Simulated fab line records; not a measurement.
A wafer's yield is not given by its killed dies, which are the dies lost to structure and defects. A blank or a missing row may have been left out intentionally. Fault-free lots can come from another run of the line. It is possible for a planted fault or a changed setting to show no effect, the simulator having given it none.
Split-lot study | flow n5-finfet | route with 1938 steps; 7 lots, 21 wafers read

SPLIT DETAILS
At N5_BEOL_M2_DESCUM_33 (chemistry O2, time 7 s), the setting time-s was moved away from the recipe's 7 s on 3 of the 21 wafers read, by -17.4% to -8.3%. The other wafers ran this setting at the recipe's value.

FROM SPLIT TO READING: 1 step shown by the file between the two
- N5_BEOL_M2_ETCH_77: etches underlayer in N2/H2, target depth 6.5 nm, time 5.2 s

THE READING
CAR-EUV_of_BEOL_M2_COAT_22.thk-nm (the simulator's own value, which no gauge read), in nm, at N5_BEOL_M2_ETCH_69 (etches SiARC in CF4, target depth 15.6 nm, time 26 s). No usual value for it is given in the file. Across the 18 wafers here that went through the recipe, the average is 11.2 nm and the standard deviation 0.092 nm.

wafer  | tool, chamber at the split | time-s as run, s | against the recipe | CAR-EUV_of_BEOL_M2_COAT_22.thk-nm, nm | against lot-mates on the recipe
L074.3 | rie-diel-02, 1,3,2         | 7                | recipe             | 11                                    | -
L074.4 | rie-diel-02, 1,3,2         | 7                | recipe             | 11.2                                  | -
L074.6 | rie-diel-02, 1,3,2         | 7                | recipe             | 11.2                                  | -
L075.1 | rie-diel-04, 3,0,2         | 7                | recipe             | 11.2                                  | -
L075.2 | rie-diel-04, 3,0,2         | 7                | recipe             | 11.2                                  | -
L075.3 | rie-diel-04, 3,0,2         | 7                | recipe             | 11.2                                  | -
L077.2 | rie-diel-04, 3,0,2         | 7                | recipe             | 11.2                                  | -
L077.3 | rie-diel-04, 3,0,2         | 7                | recipe             | 11.2                                  | -
L077.5 | rie-diel-04, 3,0,2         | 7                | recipe             | 11.2                                  | -
L078.2 | rie-diel-02, 1,1,2         | 7                | recipe             | 11.4                                  | -
L078.5 | rie-diel-02, 1,1,2         | 7                | recipe             | 11.2                                  | -
L078.6 | rie-diel-02, 1,1,2         | 7                | recipe             | 11.2                                  | -
L087.1 | rie-diel-04, 2,3,1         | 7                | recipe             | 11                                    | -
L087.4 | rie-diel-04, 2,3,1         | 7                | recipe             | 11                                    | -
L087.3 | rie-diel-04, 2,3,1         | 7                | recipe             | 11.2                                  | -
L092.3 | rie-diel-01, 3             | 5.782            | -17.4%             | 11.8                                  | +0.6
L092.4 | rie-diel-01, 2,3           | 7                | recipe             | 11.2                                  | -
L092.6 | rie-diel-01, 2,3           | 7                | recipe             | 11.2                                  | -
L097.1 | rie-diel-01, 0,3           | 6.419            | -8.3%              | 11.6                                  | +0.4
L097.4 | rie-diel-01, 0,3           | 6.419            | -8.3%              | 11.6                                  | +0.4
L097.5 | rie-diel-01, 1             | 7                | recipe             | 11.2                                  | -
The file does not say which wafer passed through which chamber wherever a row lists several chambers: such a row stands for several wafers.

THE FIT
A straight line over all 21 wafers: CAR-EUV_of_BEOL_M2_COAT_22.thk-nm changes by -0.0401 nm for each +1% of time-s; r = -0.88; the points scatter about the line by 0.095 nm.
The same after taking each lot's own level away (the mean of its wafers on the recipe; 21 wafers): -0.0384 nm for each +1%; r = -0.92; scatter 0.072 nm.
The reading moves by 0.67 nm for the largest change in time-s, on that fit.
Across the lots, their own levels run from 11.07 to 11.27 nm, a range of 2.2 times the standard deviation given above.
The two slopes are in agreement: the lot-to-lot level therefore moves the slope only a little.
Check: +0.839 nm against its lot-mates is what the line predicts for one of the wafers moved furthest among these (-17.4%) when that wafer is left out of the fit. It came out at +0.6 nm against them.

ADDITIONAL SPLITS CARRIED BY THESE WAFERS
Note: prior to the reading, these wafers also went through further splits. Each is held against what the fit with the lots' levels taken away leaves over:
other split on the same wafers            | wafers away from the commonest value | r with CAR-EUV_of_BEOL_M2_COAT_22.thk-nm (lot level and that fit taken away)
N5_GATE_CUT_COAT_27 spin-rpm              | 5                                    | -0.08
N5_MOL_CONTACT_COAG_COAT_63 spin-rpm      | 9                                    | +0.25
N5_MOL_CONTACT_COAG_COAT_64 temp-c        | 11                                   | +0.05
N5_MOL_CONTACT_COAG_ALD_133 ald-cycles    | 5                                    | -0.06
N5_BEOL_M0_TRENCH_ETCH_107 target-depth-a | 5                                    | -0.24

THE FILE'S OWN FIT
CAR-EUV_of_BEOL_M2_COAT_22.thk-nm changes by -0.037 nm for each +1% of time-s, r = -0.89.
